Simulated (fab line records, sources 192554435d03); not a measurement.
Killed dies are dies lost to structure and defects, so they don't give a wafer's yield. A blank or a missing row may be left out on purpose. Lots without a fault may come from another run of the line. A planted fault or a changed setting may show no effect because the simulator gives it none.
A struck lot beside a sound one | flow n5_finfet | 18 steps out of a route of 1938
Sound: wafers L507.3, L507.4, L507.6. Struck: wafers L512.1, L512.3, L512.5. The cause comes at the end.
At each step with rows: each side's tool, then ch and its chambers, then its first start. Under that, the readings that differ: sound wafers | struck wafers | difference of the means | sigmas: that difference in standard deviations of wafers without a fault.
alike: readings whose means differ by less than 2 such deviations, and words and numbers that are the same on both sides. not compared: withheld readings, readings that some wafer has no value for, bounds like >300 that may hide the same value, and numbers for which the record gives no deviation and whose values overlap.
The two part at a step that has a row with sigmas, a row that says differs or no value, or rows on one side only. Numbers that don't overlap but have no deviation are shown without sigmas and don't part them. A reading that every wafer of one side lacks parts them only if that side has two wafers or more.

N5_MIM_BOT_ETCH_ETCH_03: etches the open film in Cl2/BCl3, target depth 12 nm.
  sound on rie_metal-02 ch 0,1, day 12 20:41; struck on rie_metal-02 ch 0,1, day 13 22:03
  alike: bcl3_flow_sccm, drypump_motor_current_A, oes_product_au, throttle_valve_pct
  not compared: rf_hours_counter_h
N5_MIM_BOT_ETCH_ETCH_00: etches TiN in Cl2/BCl3, target depth 45.5 nm.
  sound on rie_metal-02 ch 0,1, day 12 20:47; struck on rie_metal-02 ch 0,1, day 13 22:08
  alike: bcl3_flow_sccm, drypump_motor_current_A, oes_product_au, throttle_valve_pct
  not compared: rf_hours_counter_h
N5_MIM_BOT_ETCH_STRIP_01: strips in O2.
  sound on rie_diel-01 ch 0,2,3, day 12 20:53; struck on rie_diel-05 ch 2,3, day 13 22:17
  reading      | sound       | struck      | difference | sigmas
  rf_vpp_V (V) | 1.8 1.4 3.0 | 3.4 4.3 8.2 | +3.2       | +2
  alike: drypump_motor_current_A, oes_product_au, showerhead_plenum_p_Torr, throttle_valve_pct
  not compared: rf_hours_counter_h
then, 3 steps without rows for these wafers: N5_MIM_BOT_ETCH_STRIP_02 (strips in post etch residue remover, time 1200 s); N5_MIM_BOT_ETCH_CLEAN_05 (cleans in IPA, time 180 s); N5_MIM_BOT_ETCH_SRD_06 (time 30 s).
N5_PASSIVATION_PECVD_55: deposits SiO2 from SiH4/N2O, target thk 400 nm, time 22.5 s.
  sound on pecvd-03 ch 0,1,2, day 12 21:25; struck on pecvd-02 ch 0,1, day 13 22:50
  alike: chamber_pressure_Torr, heater_power_w, showerhead_plenum_p_Torr, showerhead_vpp_V, throttle_valve_pct
N5_PASSIVATION_PECVD_01: deposits SiNx from SiH4/NH3/N2, target thk 200 nm, time 43.2 s.
  sound on pecvd-03 ch 0,1,2, day 12 21:27; struck on pecvd-02 ch 0,1, day 13 22:52
  alike: chamber_pressure_Torr, heater_power_w, showerhead_plenum_p_Torr, showerhead_vpp_V, throttle_valve_pct
then, 4 steps without rows for these wafers: N5_PASSIVATION_HMDS_03 (time 60 s); N5_PASSIVATION_COAT_04; N5_PASSIVATION_EBR_06; N5_PASSIVATION_SOFTBAKE_05 (time 90 s).
N5_PASSIVATION_EXPOSE_07: exposes mask TV, defocus 0 nm, target cd 3000 nm.
  sound on krf_scanner-02 ch 0, day 13 01:58; struck on krf_scanner-02 ch 0, day 13 23:10
  reading              | sound                | struck               | difference | sigmas
  exposure_dose_mJ_cm2 | 22.737 22.710 22.710 | 23.724 23.725 23.712 | +1.001     | +46
  alike: mask
then, 3 steps without rows for these wafers: N5_PASSIVATION_PEB_08; N5_PASSIVATION_DEVELOP_09 (develop time 60 s); N5_PASSIVATION_HARDBAKE_11 (time 120 s).
N5_PASSIVATION_CD_MEAS_10: target cd 3000 nm.
  sound on cd_sem-01 ch 0, day 13 02:08; struck on cd_sem-01 ch 0, day 13 23:21
  reading    | sound                | struck               | difference | sigmas
  cd_nm (nm) | 2997.8 2996.6 2999.8 | 3006.5 3008.7 3006.6 | +9.2       | +5
N5_PASSIVATION_OVL_MEAS_60:
  sound on overlay-01 ch 0, day 13 02:09; struck on overlay-01 ch 0, day 13 23:23
  reading     | sound | struck     | difference | sigmas
  TV_OVL (nm) | 1 1 5 | -11 -6 -13 | -12        | -3

WHERE THEY PART
First at N5_MIM_BOT_ETCH_STRIP_01; last, within this record, at N5_PASSIVATION_OVL_MEAS_60.

WHY: what the simulator had put in
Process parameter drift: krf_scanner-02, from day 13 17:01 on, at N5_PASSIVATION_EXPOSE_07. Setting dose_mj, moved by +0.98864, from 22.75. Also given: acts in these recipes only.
